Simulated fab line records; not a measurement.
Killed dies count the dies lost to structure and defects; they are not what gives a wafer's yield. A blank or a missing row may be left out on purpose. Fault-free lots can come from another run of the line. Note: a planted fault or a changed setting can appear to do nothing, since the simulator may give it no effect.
Problem report, 8D (eight disciplines) form, completed by code :: flow n5_finfet :: the parts of the form that need people (team, actions taken, sign-off) are left out

== 1. THE ISSUE ==
Wafers without a fault read 34, standard deviation 10; killed_at_M0_to_M3 at N5_PASSIVATION_PROBE_49 reads a mean of 98 on 2 wafers belonging to 2 lots. Measured from the usual mean, that is +6.4 standard deviations.
Seen first at day 14 18:29 on prober-01, wafer L785.5. Wafers with a number at this step in the record: 9, from 3 lots. By rule, "out" or "out of limits" means more than 4 standard deviations away from the usual mean. Any other wafer with a number is counted as sound.

== 2. WHAT IT IS, AND WHAT IT ISN'T ==
question: which readings at this step
is: killed_at_M0_to_M3, defect_limited_yield, killed_dies, killed_on_rim, sort_n_pass, sort_yield_pct
is not: killed_at_contacts, killed_at_other, killed_open

question: which lots
is: L785, L788
is not: L786

question: which wafers of those lots
is: L785.5, L788.5
is not: L785.1, L785.3, L788.3, L788.6

question: read on which tools
is: prober-01
is not: prober-02

question: when
is: from day 14 18:29
is not: up to then (5 sound wafers); but 2 sound wafers of L788 came after

== 3. WHAT RULES OUT EACH SUSPECT ==
Counting: a tool at a process step up to the reading stays a suspect if it ran every lot that is out. Sound lots after the first of them don't rule it out here, since some wafers of a struck lot are sound.
- rie_diel-05 at N5_BEOL_M1_VIA_ETCH_34 (etches the open film in C4F6/O2, target depth 67.8 nm, time 64.4 s): kept. It ran every lot that is out, first L785 (day 8 20:01).
- prober-01 at N5_PASSIVATION_PROBE_49: kept. It ran every lot that is out, first L785 (day 14 18:17). Out on those wafers are its own readings of defect_limited_yield, killed_at_M0_to_M3, killed_dies, killed_on_rim, sort_n_pass, sort_yield_pct.
- rie_diel-05, N5_BEOL_M1_VIA_ETCH_34: wafers that are out in chamber 3, sound lot-mates in chambers 0, 1, 2.
What counting leaves: rie_diel-05 at N5_BEOL_M1_VIA_ETCH_34 and prober-01 at N5_PASSIVATION_PROBE_49.

== 4. THE CAUSE (what the simulator had put in) ==
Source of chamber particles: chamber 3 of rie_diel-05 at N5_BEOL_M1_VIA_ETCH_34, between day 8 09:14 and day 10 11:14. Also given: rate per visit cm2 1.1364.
This tool is one of the 2 suspects left after counting.

== 5. THE CHAIN OF EFFECTS, in route order ==
Each row: a reading where the mean over the struck wafers with a number is more than 3 standard deviations away from the usual. Scope: only readings with a usual standard deviation given in the record; hours: median across lots of the time from each lot's start at the first step in this table that gives one to its start at this step; sigmas: change in usual standard deviations.
hours: 0
step: N5_PASSIVATION_PROBE_49
reading: defect_limited_yield
usual: 91.4 %
on struck wafers: 84.1
change: -7.3
sigmas: -4.9

hours: 0
step: N5_PASSIVATION_PROBE_49
reading: killed_at_M0_to_M3
usual: 34
on struck wafers: 98
change: +64
sigmas: +6.4

hours: 0
step: N5_PASSIVATION_PROBE_49
reading: killed_dies
usual: 101
on struck wafers: 188
change: +86
sigmas: +4.8

hours: 0
step: N5_PASSIVATION_PROBE_49
reading: killed_on_rim
usual: 14
on struck wafers: 36
change: +22
sigmas: +4.9

hours: 0
step: N5_PASSIVATION_PROBE_49
reading: sort_bin_5_function
usual: 5.0 %
on struck wafers: 8.8
change: +3.8
sigmas: +3.9

hours: 0
step: N5_PASSIVATION_PROBE_49
reading: sort_n_pass
usual: 1079
on struck wafers: 992
change: -86
sigmas: -4.8

hours: 0
step: N5_PASSIVATION_PROBE_49
reading: sort_yield_pct
usual: 91.4 %
on struck wafers: 84.1
change: -7.3
sigmas: -4.9
The process steps in it:
- N5_PASSIVATION_PROBE_49

== 6. HOW IT WOULD HAVE BEEN CAUGHT EARLIER ==
153 hours passed between the start of the fault at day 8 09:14 and the first reading out of limits in this record, taken at day 14 18:29.
An alarm limit of 4 standard deviations would not have fired on the tool readings at N5_BEOL_M1_VIA_ETCH_34 for which the record gives a usual standard deviation, since none of them was out on any struck wafer.
Lots out: 2; all had begun N5_BEOL_M1_VIA_ETCH_34 on rie_diel-05 by day 14 18:29. Tool hold at that time: it would have spared none of them.
